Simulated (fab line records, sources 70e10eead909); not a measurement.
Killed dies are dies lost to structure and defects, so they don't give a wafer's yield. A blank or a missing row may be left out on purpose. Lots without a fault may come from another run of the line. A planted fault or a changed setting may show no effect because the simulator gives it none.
fab line records | flow nand_harc
record lots=5 wafers=15 last_day=25
route steps=1159 shown A_STAIRCASE@612
lots that met no fault: from a run of the same line without faults
start_h: hours from the record's first day to the start of the lot's first wafer shown | wait_h: hours since the lot's step before | " the same as in the row above | L1.1+2: a row that stands for several wafers | - no value, or no start given | * or withheld: withheld | < > ~ a bound
route shown NAME@n: a module of which the file shows steps, and the number in the route of the first | usual: mean/standard deviation of fault-free wafers | same: alike in all rows | chamber/n: place in a boat | sites: the reading at each site | _std_site: their standard deviation | _edge_site: outer sites' mean less inner sites' | radius_mm: how far each site lies from the wafer's centre | mask NAME#n: copy n | behind: the tool/chamber that last shaped the wafer | hold: why the lot was held/for how many hours/how that ended | device: the transistor (n, p or np) that didn't switch | end of line: the same wafers' tests at the end of the route | a step without rows: its recipe alone | killed: dies lost to structure and defects at the first sort, not the wafer's yield | map: a wafer's dies, x killed, . not, _ none there
set.NAME: the setting as run; set.NAME@STEP: as run at that earlier step | model.NAME: the simulator's own value behind a step, which no gauge read
lots at some steps of the route; a table a step, a row a wafer
services: from which hour (start_h, from the record's first day; less than 0 if before it) a tool's chamber was out of use, for how many hours, and why
## steps
# step NHARC_A_STAIRCASE_HARDBAKE_218
# recipe temp_c=120 time_s=140
# step NHARC_A_STAIRCASE_DESCUM_219
# recipe time_s=3 o2_flow_sccm=200 ar_flow_sccm=0 bias_power_w=0 chemistry=O2
# usual drypump_motor_current_A=5.7/0.34 o2_flow_sccm=200.0/0.56 oes_product_au=1.003/0.011 rf_vpp_V=57.8/1 showerhead_plenum_p_Torr=1.90/0.1 throttle_valve_pct=11.312/0.0094
# columns lot.wafer tool chamber start_h wait_h drypump_motor_current_A o2_flow_sccm oes_product_au rf_hours_counter_h rf_vpp_V showerhead_plenum_p_Torr throttle_valve_pct
L112.4 rie_diel-03 2 240.83 - 5.3 199.9 0.988 7 57.9 2.07 11.328
L112.2 " 0 " " 5.2 198.8 0.998 6 57.9 1.85 11.301
L112.3 " 1 " " 5.7 199.9 1.000 6 57.3 1.78 11.312
L119.2 rie_diel-03 3 274.51 - 6.3 199.6 0.999 20 56.8 1.80 11.312
L119.5 " 0 " " 5.2 198.2 1.020 - 56.8 1.84 11.307
L119.6 " 1 " " 5.7 200.2 1.001 - 57.1 1.78 11.317
L118.1 rie_diel-09 3 275.24 - 6.2 200.2 1.005 7 58.2 2.05 11.310
L118.4 " 0 " " 5.6 200.4 1.015 5 57.0 1.82 11.313
L118.3 " 2 " " 5.6 199.9 0.998 6 58.7 1.94 11.337
L133.3 rie_diel-02 0 374.61 - 5.8 200.1 1.015 13 57.0 1.91 11.327
L133.1 " 3 " " 5.5 200.1 1.005 12 57.5 1.80 11.318
L133.6 " 0 " " 5.8 199.9 1.004 - 58.2 1.91 11.322
L135.1 rie_diel-09 0 389.08 - 5.6 200.1 1.008 49 57.5 1.80 11.298
L135.4 " 2 " " 5.6 199.0 1.009 - 57.0 1.92 11.301
L135.6 " 3 " " 6.2 200.1 1.014 - 58.8 2.04 11.315
# step NHARC_A_STAIRCASE_TRIM_220
# recipe time_s=211.2 o2_flow_sccm=500 ar_flow_sccm=0 bias_w=0 chemistry=O2
# usual drypump_motor_current_A=5.7/0.34 o2_flow_sccm=500.2/1.5 oes_product_au=1.003/0.01 rf_vpp_V=57.7/0.95 showerhead_plenum_p_Torr=3.52/0.19 throttle_valve_pct=17.036/0.0091
# columns lot.wafer tool chamber start_h wait_h drypump_motor_current_A o2_flow_sccm oes_product_au rf_hours_counter_h rf_vpp_V showerhead_plenum_p_Torr throttle_valve_pct
L112.2 rie_diel-03 0 240.92 0.1 5.2 498.6 1.011 6 57.1 3.42 17.036
L112.4 " 1 " " 5.7 496.5 1.000 6 58.1 3.30 17.036
L112.3 " 3 " " 6.2 498.3 1.002 6 56.8 3.33 17.040
L119.2 rie_diel-03 3 274.61 0.1 6.2 498.7 0.995 21 57.3 3.32 17.032
L119.5 " 0 " " 5.3 501.1 1.019 - 55.6 3.41 17.051
L119.6 " 1 " " 5.7 499.4 1.004 - 57.5 3.29 17.046
L118.4 rie_diel-09 0 275.35 0.1 5.6 497.5 1.004 5 57.8 3.36 17.044
L118.1 " 1 " " 5.2 499.8 0.983 5 56.5 3.69 17.042
L118.3 " 2 " " 5.6 498.5 1.008 6 59.4 3.57 17.044
L133.1 rie_diel-02 1 374.69 0.1 5.6 499.4 0.988 13 58.2 3.54 17.035
L133.3 " 2 " " 5.9 500.3 0.990 12 57.6 3.77 17.021
L133.6 " 2 " " 5.9 499.4 0.984 - 58.2 3.77 17.041
L135.1 rie_diel-09 0 389.16 0.1 5.5 502.4 1.017 49 56.4 3.34 17.040
L135.6 " 0 " " 5.6 500.9 1.007 - 57.7 3.34 17.029
L135.4 " 2 " " 5.6 501.8 1.014 - 58.8 3.54 17.044
# step NHARC_A_STAIRCASE_ETCH_221
# recipe target_depth_a=1000 time_s=40.5 ion_energy_ev=400 c4f8_flow_sccm=20 o2_flow_sccm=10 ar_flow_sccm=withheld rf_w=600 bias_w=1000 chemistry=C4F8/O2
# step NHARC_A_STAIRCASE_TRIM_222
# recipe time_s=211.2 o2_flow_sccm=500 ar_flow_sccm=0 bias_w=0 chemistry=O2
# step NHARC_A_STAIRCASE_ETCH_223
# recipe target_depth_a=1000 time_s=40.5 ion_energy_ev=400 c4f8_flow_sccm=20 o2_flow_sccm=10 ar_flow_sccm=withheld rf_w=600 bias_w=1000 chemistry=C4F8/O2
# usual oes_product_au=0.944/0.014 rf_fwd_power_W=593.4/2.5 rf_vpp_V=895/6.8
# columns lot.wafer tool chamber start_h wait_h oes_product_au rf_fwd_power_W rf_hours_counter_h rf_vpp_V
L112.4 rie_diel-03 0 - - 0.948 592.4 6 892
L112.3 " 1 " " 0.945 592.9 7 888
L112.2 " 2 " " 0.958 596.3 7 905
L119.2 rie_diel-03 1 - - 0.933 594.8 20 889
L119.5 " 0 " " 0.949 593.8 - 891
L119.6 " 1 " " 0.932 593.3 - 887
L118.3 rie_diel-09 3 - - 0.929 589.7 7 904
L118.4 " 0 " " 0.938 595.1 5 892
L118.1 " 1 " " 0.912 591.7 5 902
L133.1 rie_diel-02 0 - - 0.948 597.0 13 895
L133.3 " 3 " " 0.953 594.3 12 888
L133.6 " 0 " " 0.953 594.2 - 895
L135.1 rie_diel-09 2 - - 0.941 595.3 47 897
L135.6 " 0 " " 0.932 591.7 - 889
L135.4 " 3 " " 0.939 592.4 - 904
# step NHARC_A_STAIRCASE_TRIM_224
# recipe time_s=211.2 o2_flow_sccm=500 ar_flow_sccm=0 bias_w=0 chemistry=O2
# step NHARC_A_STAIRCASE_ETCH_225
# recipe target_depth_a=1000 time_s=40.5 ion_energy_ev=400 c4f8_flow_sccm=20 o2_flow_sccm=10 ar_flow_sccm=withheld rf_w=600 bias_w=1000 chemistry=C4F8/O2
# usual oes_product_au=0.946/0.013 rf_fwd_power_W=593.1/2.3 rf_vpp_V=896/6.8
# columns lot.wafer tool chamber start_h wait_h oes_product_au rf_fwd_power_W rf_hours_counter_h rf_vpp_V
L112.3 rie_diel-03 1 - - 0.933 595.7 7 886
L112.4 " 3 " " 0.957 589.1 6 889
L112.2 " 0 " " 0.962 593.0 6 891
L119.2 rie_diel-03 2 - - 0.938 595.2 21 904
L119.5 " 0 " " 0.959 593.8 - 890
L119.6 " 1 " " 0.943 593.7 - 887
L118.1 rie_diel-09 2 - - 0.964 594.4 7 898
L118.4 " 3 " " 0.939 589.7 7 905
L118.3 " 0 " " 0.947 591.0 5 890
L133.1 rie_diel-02 1 - - 0.942 595.5 13 897
L133.3 " 2 " " 0.943 592.6 13 904
L133.6 " 2 " " 0.936 592.3 - 905
L135.1 rie_diel-09 3 - - 0.943 590.7 50 902
L135.6 " 0 " " 0.958 592.5 - 888
L135.4 " 2 " " 0.956 596.8 - 897
# step NHARC_A_STAIRCASE_TRIM_226
# recipe time_s=211.2 o2_flow_sccm=500 ar_flow_sccm=0 bias_w=0 chemistry=O2
# step NHARC_A_STAIRCASE_ETCH_227
# recipe target_depth_a=1000 time_s=40.5 ion_energy_ev=400 c4f8_flow_sccm=20 o2_flow_sccm=10 ar_flow_sccm=withheld rf_w=600 bias_w=1000 chemistry=C4F8/O2
# usual oes_product_au=0.944/0.013 rf_fwd_power_W=593.1/2.5 rf_vpp_V=895/6.9
# columns lot.wafer tool chamber start_h wait_h oes_product_au rf_fwd_power_W rf_hours_counter_h rf_vpp_V
L112.2 rie_diel-03 3 - - 0.943 592.5 7 887
L112.3 " 0 " " 0.943 594.2 6 890
L112.4 " 1 " " 0.932 595.7 7 888
L119.2 rie_diel-03 3 - - 0.946 587.9 21 889
L119.6 " 1 " " 0.948 594.2 - 888
L119.5 " 2 " " 0.954 596.5 - 905
L118.4 rie_diel-09 1 - - 0.925 595.0 5 902
L118.1 " 2 " " 0.960 590.1 7 897
L118.3 " 3 " " 0.952 592.0 7 905
L133.1 rie_diel-02 1 - - 0.935 592.7 13 894
L133.3 " 2 " " 0.943 594.9 13 904
L133.6 " 1 " " 0.932 592.5 - 896
L135.1 rie_diel-09 3 - - 0.943 591.7 50 904
L135.6 " 2 " " 0.947 591.4 - 897
L135.4 " 3 " " 0.948 591.6 - 905
# step NHARC_A_STAIRCASE_TRIM_229
# recipe time_s=211.2 o2_flow_sccm=500 ar_flow_sccm=0 bias_w=0 chemistry=O2
# step NHARC_A_STAIRCASE_ETCH_230
# recipe target_depth_a=1000 time_s=40.5 ion_energy_ev=400 c4f8_flow_sccm=20 o2_flow_sccm=10 ar_flow_sccm=withheld rf_w=600 bias_w=1000 chemistry=C4F8/O2
# usual oes_product_au=0.951/0.018 rf_fwd_power_W=593/3 rf_vpp_V=894/7
# columns lot.wafer tool chamber start_h wait_h oes_product_au rf_fwd_power_W rf_hours_counter_h rf_vpp_V
L112.3 rie_diel-02 3 242.47 - 0.971 593 32 888
L112.4 " 1 " " 0.941 598 34 899
L112.2 " 2 " " 0.961 595 33 905
L119.2 rie_diel-03 3 275.82 - 0.951 583 21 888
L119.6 " 2 " " 0.950 598 - 904
L119.5 " 3 " " 0.943 588 - 888
L118.1 rie_diel-09 1 276.57 - 0.934 591 5 901
L118.3 " 3 " " 0.944 594 7 905
L118.4 " 0 " " 0.944 592 6 890
L133.1 rie_diel-03 1 375.94 - 0.957 594 55 885
L133.3 " 2 " " 1.192 834 56 905
L133.6 " 0 " " 0.989 590 - 890
L135.1 rie_diel-09 1 390.65 - 0.909 591 44 901
L135.4 " 3 " " 0.957 592 50 901
L135.6 " 1 " " 0.911 594 - 901
# step NHARC_A_STAIRCASE_TRIM_231
# recipe time_s=211.2 o2_flow_sccm=500 ar_flow_sccm=0 bias_w=0 chemistry=O2
## services
# columns tool chamber start_h hours kind
rie_diel-03 0 224.34 - clean
rie_diel-03 1 224.34 - clean
rie_diel-03 1 224.34 - consumable_replace:focus_ring
rie_diel-03 2 224.34 - clean
rie_diel-03 2 224.34 - consumable_replace:showerhead
rie_diel-03 3 224.34 - clean
rie_diel-09 0 233.27 - clean
rie_diel-09 1 233.27 - clean
rie_diel-09 2 233.27 - clean
rie_diel-09 3 233.27 - clean
rie_diel-03 0 248.84 - clean
rie_diel-03 1 248.84 - clean
rie_diel-03 2 248.84 - clean
rie_diel-03 3 248.84 - clean
rie_diel-09 - 254.25 9.0 pm
rie_diel-09 0 254.25 9.0 vent_cycle
rie_diel-09 1 254.25 9.0 vent_cycle
rie_diel-09 2 254.25 9.0 vent_cycle
rie_diel-09 3 254.25 9.0 vent_cycle
rie_diel-02 2 255.85 4.5 repair
rie_diel-09 0 263.25 - clean
rie_diel-02 0 311.50 2.3 repair
rie_diel-02 - 328.17 9.0 pm
rie_diel-02 1 377.35 2.2 repair
## key
first_sign step=NHARC_A_STAIRCASE_ETCH_230 reading=rf_fwd_power_W direction=up sigmas=80 usual=* struck=*
effect step=NHARC_A_STAIRCASE_ETCH_230 reading=oes_product_au direction=up sigmas=13 usual=0.951 struck=1.192
met_at NHARC_A_STAIRCASE_ETCH_230
struck_wafers L133.3
later_rows_left_out L133.3
sort_left_out L133.3
tester_left_out L133
onset_between 275.82 375.94
fault kind=process_parameter_drift tool=rie_diel-03 chamber=2 onset_h=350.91 steps=NHARC_A_STAIRCASE_ETCH_230 channel=rf_w offset=* shape=step end_h=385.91 acts_in=* stated=*
# tester_left_out: of these lots the tester's yield and bins aren't shown, on N5 and GAA mostly nor the transistor test; their killed dies are dies lost to structure and defects alone, not to doping, threshold or leakage, so they don't give the yield
# sort_left_out: the simulated sort isn't trusted on such a fault, so these wafers' sort isn't shown, and their yield isn't known
# later_rows_left_out: the simulator's readings of these wafers behind a module that went badly wrong aren't trusted and aren't shown, but for the sort
